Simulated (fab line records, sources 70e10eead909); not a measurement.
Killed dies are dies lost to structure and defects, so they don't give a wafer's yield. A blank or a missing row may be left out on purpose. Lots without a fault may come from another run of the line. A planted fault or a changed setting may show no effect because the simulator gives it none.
Chamber matching | flow nand_harc | NHARC_P_ZERO_WELL_ETCH_63 on rie_si-05: 4 sister chambers
The step etches the open film in HBr/Cl2, target depth 120 nm, time 40.1 s. 14 wafers are shown with their chamber, then 7 later ones without.

WAFERS WITH THEIR CHAMBER
wafer  | chamber | oes_product_au (a.u.) | throttle_valve_pct (%) | bias_w (W)
L084.2 | 3       | 0.971                 | 26.406                 | 99.5
L084.3 | 1       | 0.991                 | 26.414                 | 99.7
L084.4 | 0       | 1.005                 | 26.407                 | 99.4
L087.1 | 0       | 1.005                 | 26.395                 | 99.8
L087.2 | 2       | 1.020                 | 26.406                 | 99.6
L087.3 | 3       | 1.009                 | 26.433                 | 100.0
L088.1 | 0       | 1.000                 | 26.411                 | 99.5
L088.3 | 1       | 0.988                 | 26.413                 | 99.9
L088.4 | 2       | 1.002                 | 26.409                 | 100.2
L089.1 | 3       | 1.005                 | 26.404                 | 100.5
L089.2 | 2       | 1.005                 | 26.411                 | 99.8
L089.3 | 1       | 1.001                 | 26.412                 | 100.1
L091.1 | 0       | 1.013                 | 26.410                 | 99.9
L091.3 | 1       | 0.990                 | 26.411                 | 99.2

SIGNATURES (means of the wafers above)
reading            | chamber 0 | chamber 1 | chamber 2 | chamber 3 | scatter within a chamber
oes_product_au     | 1.00575   | 0.99250   | 1.00900   | 0.99500   | 0.0112
throttle_valve_pct | 26.40575  | 26.41250  | 26.40867  | 26.41433  | 0.0084
bias_w             | 99.650    | 99.725    | 99.867    | 100.000   | 0.361
Rule: a wafer's distance from a chamber is the root of the sum, over the readings, of the square of ((its reading less the chamber's mean) divided by the reading's scatter). The wafer belongs to the nearest chamber; if the next one is less than 2 further off, it can't be placed. The scatter: the root of (the sum of the squares of (reading less its chamber's mean) over the shown wafers, divided by (wafers less chambers)).

WAFERS WITHOUT THEIR CHAMBER
wafer  | oes_product_au (a.u.) | throttle_valve_pct (%) | bias_w (W)
L091.5 | 1.018                 | 26.417                 | 99.9
L093.1 | 0.991                 | 26.416                 | 100.0
L093.3 | 1.000                 | 26.400                 | 100.3
L093.5 | 1.012                 | 26.401                 | 99.8
L097.1 | 1.013                 | 26.411                 | 99.5
L097.5 | 0.978                 | 26.410                 | 100.3
L097.6 | 1.014                 | 26.405                 | 99.7

WHICH CHAMBER EACH WENT THROUGH
wafer  | from the rows above               | in truth
L091.5 | can't be placed: 2 or 0 or 3 or 1 | 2
L093.1 | can't be placed: 3 or 1 or 2 or 0 | 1
L093.3 | can't be placed: 2 or 3 or 0 or 1 | 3
L093.5 | can't be placed: 0 or 2 or 1 or 3 | 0
L097.1 | can't be placed: 0 or 2 or 1 or 3 | 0
L097.5 | can't be placed: 3 or 1 or 2 or 0 | 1
L097.6 | can't be placed: 0 or 2 or 1 or 3 | 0
Placed correctly: 0 of 7. Can't be placed from these rows: 7 (the true chamber is among the candidates in 7). Placed wrongly: 0.
